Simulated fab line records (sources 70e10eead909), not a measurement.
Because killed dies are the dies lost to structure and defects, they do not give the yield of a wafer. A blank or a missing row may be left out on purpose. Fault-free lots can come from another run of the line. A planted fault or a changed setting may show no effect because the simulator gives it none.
Matching of chambers :: flow nand-harc :: 4 sister chambers for NHARC_A_STAIRCASE_DESCUM_219 on rie-diel-12
The step chemistry O2, time 3 s. 4 wafers are shown with their chamber, then 7 later ones without.

== WAFERS PAIRED WITH THEIR CHAMBERS ==
wafer: L075.5
chamber: 0
showerhead-plenum-p-Torr (Torr): 2.07

wafer: L077.2
chamber: 3
showerhead-plenum-p-Torr (Torr): 2.00

wafer: L082.2
chamber: 2
showerhead-plenum-p-Torr (Torr): 1.93

wafer: L082.3
chamber: 1
showerhead-plenum-p-Torr (Torr): 2.05

== WAFERS MISSING THEIR CHAMBER ==
wafer: L082.5
showerhead-plenum-p-Torr (Torr): 2.05

wafer: L083.2
showerhead-plenum-p-Torr (Torr): 1.99

wafer: L083.3
showerhead-plenum-p-Torr (Torr): 2.07

wafer: L083.4
showerhead-plenum-p-Torr (Torr): 1.93

wafer: L088.4
showerhead-plenum-p-Torr (Torr): 2.04

wafer: L088.5
showerhead-plenum-p-Torr (Torr): 2.06

wafer: L088.6
showerhead-plenum-p-Torr (Torr): 2.05

== CHAMBER TAKEN BY EACH ==
wafer: L082.5
from the rows above: 1
in truth: 1

wafer: L083.2
from the rows above: 3
in truth: 3

wafer: L083.3
from the rows above: 0
in truth: 0

wafer: L083.4
from the rows above: 2
in truth: 2

wafer: L088.4
from the rows above: 1
in truth: 1

wafer: L088.5
from the rows above: can't be placed: 0 or 1
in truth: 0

wafer: L088.6
from the rows above: 1
in truth: 1
Correct placement for 6 of the 7. Cannot be placed on the basis of these rows: 1; the candidates contain the true chamber in 1. Wrongly placed: 0.
How it was worked out, from the rows above alone: a wafer's distance from a chamber is the root of the sum, over the readings, of the square of ((its reading less the chamber's mean) divided by the reading's scatter). The wafer belongs to the nearest chamber; if the next one is less than 2 further off, it can't be placed. For every chamber, the mean is computed from those of its wafers that are shown. The scatter: root of mean squared gap, hidden wafer to nearest shown wafer, with one shown wafer a chamber.
